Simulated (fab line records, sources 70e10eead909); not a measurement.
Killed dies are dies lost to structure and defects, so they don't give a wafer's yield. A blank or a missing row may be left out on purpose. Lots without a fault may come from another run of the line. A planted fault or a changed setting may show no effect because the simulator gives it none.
fab line records | flow nand_harc
record lots=13 wafers=39 last_day=24
route steps=1159 shown A_CONTACT@911 THIN_TSV@1118 END@1159
lots that met no fault: from a run of the same line without faults
start_h: hours from the record's first day to the start of the lot's first wafer shown | wait_h: hours since the lot's step before | " the same as in the row above | L1.1+2: a row that stands for several wafers | - no value, or no start given | * or withheld: withheld | < > ~ a bound
route shown NAME@n: a module of which the file shows steps, and the number in the route of the first | usual: mean/standard deviation of fault-free wafers | same: alike in all rows | chamber/n: place in a boat | sites: the reading at each site | _std_site: their standard deviation | _edge_site: outer sites' mean less inner sites' | radius_mm: how far each site lies from the wafer's centre | mask NAME#n: copy n | behind: the tool/chamber that last shaped the wafer | hold: why the lot was held/for how many hours/how that ended | device: the transistor (n, p or np) that didn't switch | end of line: the same wafers' tests at the end of the route | a step without rows: its recipe alone | killed: dies lost to structure and defects at the first sort, not the wafer's yield | map: a wafer's dies, x killed, . not, _ none there
set.NAME: the setting as run; set.NAME@STEP: as run at that earlier step | model.NAME: the simulator's own value behind a step, which no gauge read
steps of the route over a sample of lots; a table a step, a row a wafer
services: from which hour (start_h, from the record's first day; less than 0 if before it) a tool's chamber was out of use, for how many hours, and why
## steps
# step NHARC_A_CONTACT_ETCH_131
# recipe source_w=withheld pressure_mtorr=20 bias_v=1200 time_s=155 target_depth_a=9560 ar_flow_sccm=withheld c4f8_flow_sccm=withheld o2_flow_sccm=withheld chemistry=C4F8/O2/Ar
# columns lot.wafer tool chamber start_h wait_h rf_hours_counter_h
L763.1 har_cap_etch-02 0 377.38 0.1 8
L763.3 " 0 " " -
L763.6 " 0 " " -
L767.1 har_cap_etch-01 0 388.67 0.1 55
L767.4 " 1 " " -
L767.6 " 0 " " -
L764.3 har_cap_etch-03 1 389.19 0.1 -
L764.6 " 1 " " -
L764.5 " 0 " " -
L765.2 har_cap_etch-03 0 393.98 0.1 90
L765.4 " 0 " " -
L765.5 " 1 " " -
L770.2 har_cap_etch-03 0 425.59 0.1 94
L770.4 " 0 " " -
L770.3 " 1 " " -
L773.1 har_cap_etch-03 0 441.22 0.1 97
L773.6 " 0 " " -
L773.5 " 1 " " -
L776.3 har_cap_etch-01 0 449.94 0.1 -
L776.4 " 1 " " -
L776.5 " 0 " " -
L779.2 har_cap_etch-02 1 478.45 0.1 27
L779.4 " 0 " " -
L779.5 " 0 " " -
L781.1 har_cap_etch-02 1 484.24 0.1 28
L781.4 " 1 " " -
L781.5 " 0 " " -
L784.2 har_cap_etch-01 0 485.73 0.1 73
L784.5 " 0 " " -
L784.6 " 1 " " -
L783.2 har_cap_etch-01 1 494.09 0.1 74
L783.1 " 0 " " 74
L783.3 " 0 " " -
L785.1 har_cap_etch-02 1 511.37 0.1 33
L785.3 " 1 " " -
L785.5 " 0 " " -
L786.1 har_cap_etch-03 1 518.09 0.1 111
L786.5 " 0 " " -
L786.6 " 1 " " -
# step NHARC_THIN_TSV_DESCUM_14
# recipe time_s=3 o2_flow_sccm=200 ar_flow_sccm=0 bias_power_w=0 chemistry=O2
# usual drypump_motor_current_A=5.6/0.41 oes_product_au=1.002/0.012 rf_vpp_V=57.9/0.85 showerhead_plenum_p_Torr=1.92/0.096 throttle_valve_pct=11.313/0.0091
# columns lot.wafer tool chamber start_h wait_h drypump_motor_current_A oes_product_au rf_hours_counter_h rf_vpp_V showerhead_plenum_p_Torr throttle_valve_pct
L763.3 rie_diel-10 1 426.10 - 4.9 1.032 8 57.7 1.92 11.321
L763.1 " 3 " " 6.0 1.006 8 58.2 2.04 11.311
L763.6 " 0 " " 4.9 1.020 - 59.0 1.81 11.308
L767.1 rie_diel-09 2 430.93 - 6.0 0.984 10 58.6 2.05 11.316
L767.4 " 3 " " 5.8 0.998 11 57.1 2.06 11.329
L767.6 " 2 " " 6.0 0.982 - 59.0 2.05 11.316
L764.3 rie_diel-10 3 436.30 - 6.0 0.998 9 59.1 2.04 11.323
L764.6 " 2 " " 5.7 1.003 - 58.8 1.87 11.313
L764.5 " 3 " " 6.0 0.995 - 59.4 2.04 11.309
L765.4 rie_diel-06 0 440.25 - 5.4 0.990 1 57.5 1.79 11.306
L765.2 " 1 " " 5.6 1.005 1 59.4 1.81 11.321
L765.5 " 3 " " 5.7 1.000 - 57.0 1.96 11.324
L770.3 rie_diel-10 0 468.38 - 5.0 0.987 13 58.6 1.81 11.314
L770.4 " 1 " " 4.9 1.023 11 58.6 1.92 11.307
L770.2 " 2 " " 5.7 0.991 10 57.2 1.87 11.310
L773.1 rie_diel-10 3 502.59 - 6.0 1.006 16 57.8 2.04 11.318
L773.6 " 0 " " 4.9 1.004 - 58.1 1.81 11.297
L773.5 " 1 " " 4.9 1.012 - 57.1 1.92 11.313
L776.3 rie_diel-10 3 503.65 - 6.0 1.003 16 58.5 2.04 11.296
L776.4 " 0 " " 5.0 1.002 17 55.6 1.81 11.303
L776.5 " 1 " " 4.9 1.014 - 57.7 1.92 11.317
L779.4 rie_diel-06 1 524.53 - 5.6 1.031 7 57.0 1.81 11.323
L779.2 " 3 " " 5.7 0.992 6 57.5 1.96 11.304
L779.5 " 1 " " 5.6 1.028 - 56.7 1.81 11.316
L784.2 rie_diel-06 3 538.04 - 5.7 0.989 7 58.3 1.96 11.310
L784.5 " 1 " " 5.6 1.014 - 58.3 1.81 11.314
L784.6 " 2 " " 5.8 0.995 - 58.0 2.02 11.305
L781.1 rie_diel-09 3 539.39 - 5.8 0.998 5 58.4 2.06 11.310
L781.4 " 1 " " 6.0 1.011 - 58.2 2.00 11.315
L781.5 " 3 " " 5.8 1.000 - 56.6 2.06 11.318
L783.2 rie_diel-06 0 542.47 - 5.4 0.992 8 58.3 1.79 11.334
L783.1 " 1 " " 5.6 1.024 8 58.3 1.81 11.313
L783.3 " 2 " " 5.8 0.999 9 58.6 2.02 11.322
L785.3 rie_diel-10 1 554.09 - 4.9 1.010 2 58.8 1.92 11.322
L785.1 " 3 " " 6.0 1.014 2 58.3 2.04 11.314
L785.5 " 2 " " 5.7 0.999 - 56.6 1.87 11.321
L786.1 rie_diel-09 0 564.30 - 6.2 1.013 6 56.7 1.80 11.310
L786.6 " 2 " " 6.0 0.966 - 57.9 2.05 11.314
L786.5 " 3 " " 5.8 1.003 - 58.7 2.06 11.312
# step NHARC_THIN_TSV_ETCH_44
# recipe target_depth_a=15942 time_s=797.1 cf4_flow_sccm=150 o2_flow_sccm=10 ar_flow_sccm=0 rf_w=300 bias_w=800 chemistry=CF4/O2
# usual drypump_motor_current_A=5.6/0.41 oes_product_au=1.001/0.011 rf_vpp_V=794/5.4 showerhead_plenum_p_Torr=1.83/0.088 throttle_valve_pct=16.914/0.0087
# columns lot.wafer tool chamber start_h wait_h drypump_motor_current_A oes_product_au rf_hours_counter_h rf_vpp_V showerhead_plenum_p_Torr throttle_valve_pct
L763.1 rie_diel-10 3 426.18 0.1 6.0 0.992 8 801 1.95 16.907
L763.3 " 2 " " 5.8 1.006 8 793 1.80 16.916
L763.6 " 3 " " 6.0 0.998 - 801 1.95 16.926
L767.1 rie_diel-09 3 431.02 0.1 5.7 0.995 11 803 1.97 16.892
L767.4 " 2 " " 6.1 0.987 10 802 1.95 16.914
L767.6 " 0 " " 6.2 1.002 - 787 1.73 16.921
L764.3 rie_diel-10 2 436.43 0.1 5.7 0.999 8 792 1.80 16.906
L764.6 " 1 " " 4.9 1.015 - 796 1.84 16.906
L764.5 " 2 " " 5.7 1.003 - 792 1.80 16.900
L765.2 rie_diel-06 1 440.31 0.1 5.6 0.996 1 788 1.74 16.902
L765.4 " 2 " " 5.8 1.001 1 801 1.93 16.911
L765.5 " 1 " " 5.6 1.003 - 788 1.74 16.914
L770.2 rie_diel-10 1 468.52 0.1 4.9 1.004 11 795 1.84 16.904
L770.3 " 2 " " 5.7 0.993 11 793 1.80 16.897
L770.4 " 3 " " 6.0 0.998 12 800 1.95 16.906
L773.1 rie_diel-10 2 502.71 0.1 5.8 0.996 15 792 1.80 16.918
L773.5 " 1 " " 4.9 1.011 - 796 1.84 16.916
L773.6 " 2 " " 5.7 0.997 - 792 1.80 16.911
L776.4 rie_diel-10 2 503.78 0.1 5.8 0.990 15 796 1.80 16.928
L776.3 " 3 " " 6.0 1.001 16 800 1.94 16.905
L776.5 " 1 " " 4.9 1.019 - 794 1.84 16.919
L779.4 rie_diel-06 0 524.68 0.1 5.4 0.981 7 787 1.72 16.912
L779.2 " 2 " " 5.8 1.008 7 800 1.93 16.910
L779.5 " 3 " " 5.7 0.994 - 796 1.88 16.902
L784.2 rie_diel-06 2 538.16 0.1 5.8 1.012 8 800 1.93 16.917
L784.5 " 1 " " 5.6 1.013 - 788 1.74 16.911
L784.6 " 2 " " 5.8 1.006 - 798 1.93 16.907
L781.1 rie_diel-09 0 539.46 0.1 6.2 1.004 4 787 1.73 16.912
L781.4 " 1 " " 6.0 1.005 - 798 1.91 16.920
L781.5 " 3 " " 5.8 0.997 - 801 1.96 16.917
L783.1 rie_diel-06 3 542.55 0.1 5.7 0.987 8 797 1.87 16.919
L783.3 " 1 " " 5.6 1.024 9 789 1.74 16.932
L783.2 " 2 " " 5.8 0.992 9 800 1.93 16.928
L785.1 rie_diel-10 1 554.29 0.2 4.9 1.002 2 796 1.84 16.929
L785.3 " 2 " " 5.7 0.996 2 793 1.79 16.903
L785.5 " 0 " " 5.0 1.001 - 788 1.74 16.905
L786.1 rie_diel-09 0 564.49 0.2 6.2 0.993 6 787 1.73 16.910
L786.5 " 2 " " 6.0 0.970 - 800 1.95 16.923
L786.6 " 3 " " 5.8 0.998 - 801 1.96 16.919
# step NHARC_THIN_TSV_CD_MEAS_33
# recipe target_cd_nm=5000 landing_energy_ev=500
# usual cd_nm=4999.6/1.9
# columns lot.wafer tool chamber start_h wait_h cd_nm
L763.1 cd_sem-01 0 431.87 - 5000.8
L763.3 " 0 " " 5000.3
L763.6 " 0 " " 5000.1
L767.1 cd_sem-02 0 436.82 - 5003.2
L767.4 " 0 " " 4999.6
L767.6 " 0 " " 5001.3
L764.3 cd_sem-03 0 442.78 - 4999.8
L764.5 " 0 " " 4998.9
L764.6 " 0 " " 4999.9
L765.2 cd_sem-02 0 445.88 - 4998.3
L765.4 " 0 " " 5002.1
L765.5 " 0 " " 5001.0
L770.2 cd_sem-01 0 474.17 - 4998.0
L770.3 " 0 " " 4998.8
L770.4 " 0 " " 5002.4
L773.1 cd_sem-01 0 508.25 - 5000.8
L773.5 " 0 " " 5002.3
L773.6 " 0 " " 5001.7
L776.3 cd_sem-03 0 509.41 - 5002.0
L776.4 " 0 " " 5000.6
L776.5 " 0 " " 5003.7
L779.2 cd_sem-02 0 530.38 - 5002.0
L779.4 " 0 " " 4999.8
L779.5 " 0 " " 5002.9
L784.2 cd_sem-02 0 544.08 - 4998.8
L784.5 " 0 " " 5000.0
L784.6 " 0 " " 4997.2
L781.1 cd_sem-02 0 545.44 - 4998.9
L781.4 " 0 " " 5000.3
L781.5 " 0 " " 4999.5
L783.1 cd_sem-03 0 549.25 - 5000.0
L783.2 " 0 " " 4996.1
L783.3 " 0 " " 5000.3
L785.1 cd_sem-03 0 559.96 - 4998.0
L785.3 " 0 " " 4998.0
L785.5 " 0 " " 4997.7
L786.1 cd_sem-02 0 569.93 - 5000.0
L786.5 " 0 " " 5000.7
L786.6 " 0 " " 4999.2
# step NHARC_END_SORT_01
# recipe temp_c=25
# usual killed_at_array=29/11 killed_at_other=0.7/1.1 killed_at_periphery=3.1/2 killed_dies=33/11 killed_open=3.5/1.8 killed_short=2.0/1.4
# same gross_dies=677
# columns lot.wafer tool chamber start_h wait_h killed_at_array killed_at_other killed_at_periphery killed_dies killed_open killed_short
L770.2 prober-02 0 500.48 2.8 20 0 6 26 2 1
L770.3 prober-02 0 501.28 3.1 94 0 3 97 1 1
L770.4 prober-02 0 502.08 3.4 24 0 4 28 2 1
L773.1 prober-01 0 518.18 2.5 23 0 4 27 4 1
L773.5 prober-01 0 521.31 3.6 103 0 4 107 3 2
L773.6 prober-01 0 522.09 3.9 30 0 7 37 8 3
# killed by level:class
L770.2 A_SLIT:chamber_film_flake=10 P_M2:chamber_film_flake=4 A_CONTACT:chamber_film_flake=4 A_CHANNEL_HOLE_D1:chamber_film_flake=2 P_M0:geometric_particle:open=1 A_SOURCE_PLATE:geometric_particle:short=1 A_M1:geometric_particle:open=1 P_GATE:chamber_film_flake=1
L770.3 A_CONTACT:unspecified=77 A_SLIT:chamber_film_flake=8 P_M2:chamber_film_flake=2 A_CHANNEL_HOLE_D1:chamber_film_flake=2 A_WL_FILL:chamber_film_flake=2 A_CONTACT:chamber_film_flake=2 A_SGD_CUT:geometric_particle:open=1 A_CONTACT:geometric_particle:short=1
L770.4 A_SLIT:chamber_film_flake=14 P_ZERO_WELL:chamber_film_flake=2 P_M2:chamber_film_flake=2 A_CHANNEL_HOLE_D1:chamber_film_flake=2 A_STAIRCASE:chamber_film_flake=2 A_CONTACT:chamber_film_flake=2 A_CHANNEL_HOLE_D1:geometric_particle:short=1 A_WL_FILL:geometric_particle:open=1
L773.1 A_SLIT:chamber_film_flake=8 A_CHANNEL_HOLE_D1:chamber_film_flake=6 A_CONTACT:chamber_film_flake=3 A_M0:geometric_particle:open=2 P_ZERO_WELL:chamber_film_flake=2 A_STAIRCASE:chamber_film_flake=2 P_BONDPAD:geometric_particle:open=1 A_CONTACT:geometric_particle:open=1
L773.5 A_CONTACT:unspecified=76 A_SLIT:chamber_film_flake=11 A_STAIRCASE:chamber_film_flake=4 A_CHANNEL_HOLE_D1:chamber_film_flake=3 A_CONTACT:chamber_film_flake=3 A_WL_FILL:geometric_particle:open=2 P_ZERO_WELL:chamber_film_flake=2 P_M0:geometric_particle:open=1
L773.6 A_SLIT:chamber_film_flake=13 P_ZERO_WELL:chamber_film_flake=3 A_CHANNEL_HOLE_D1:chamber_film_flake=3 A_STAIRCASE:chamber_film_flake=3 A_CONTACT:chamber_film_flake=3 A_CHANNEL_FILL_D1:geometric_particle:open=2 A_CONTACT:geometric_particle:open=2 P_GATE:geometric_particle:open=1
## services
# columns tool chamber start_h hours kind
rie_diel-10 - 353.50 9.0 pm
rie_diel-10 0 353.50 9.0 vent_cycle
rie_diel-10 1 353.50 9.0 vent_cycle
rie_diel-10 2 353.50 9.0 vent_cycle
rie_diel-10 3 353.50 9.0 vent_cycle
rie_diel-10 0 362.50 - clean
rie_diel-06 2 367.39 9.9 repair
har_cap_etch-02 - 368.54 2.2 repair
rie_diel-09 3 371.55 1.4 repair
rie_diel-10 1 388.27 5.3 repair
rie_diel-09 - 395.36 0.7 repair
rie_diel-06 - 418.20 9.0 pm
rie_diel-09 - 431.36 9.0 pm
rie_diel-06 3 435.49 3.0 repair
rie_diel-10 1 459.71 2.5 repair
rie_diel-06 1 459.81 8.5 repair
rie_diel-09 0 460.45 2.6 repair
rie_diel-10 3 510.96 4.1 repair
rie_diel-06 0 525.49 11.4 repair
rie_diel-10 - 530.50 9.0 pm
rie_diel-09 2 539.05 4.9 repair
rie_diel-06 0 543.46 4.9 repair
har_cap_etch-03 - 545.00 17.0 pm
rie_diel-09 0 548.50 2.8 repair
## key
first_sign step=NHARC_END_SORT_01 reading=killed_dies direction=up sigmas=6.5 usual=33 struck=102
effect step=NHARC_END_SORT_01 reading=killed_at_array direction=up sigmas=6.5 usual=29 struck=98
more_kills_born_at NHARC_A_CONTACT_ETCH_131@har_cap_etch-03=147
met_at NHARC_A_CONTACT_ETCH_131
struck_lots L770,L773
struck_wafers L770.3,L773.5
tester_left_out L770,L773
not_acting_at NHARC_THIN_TSV_DESCUM_14,NHARC_THIN_TSV_ETCH_44,NHARC_THIN_TSV_CD_MEAS_33
onset_between 393.98 425.59
fault kind=chamber_particle_source tool=har_cap_etch-03 chamber=1 onset_h=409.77 steps=NHARC_A_CONTACT_ETCH_131 rate_per_visit_cm2=0.67789 end_h=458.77
# tester_left_out: of these lots the tester's yield and bins aren't shown, on N5 and GAA mostly nor the transistor test; their killed dies are dies lost to structure and defects alone, not to doping, threshold or leakage, so they don't give the yield
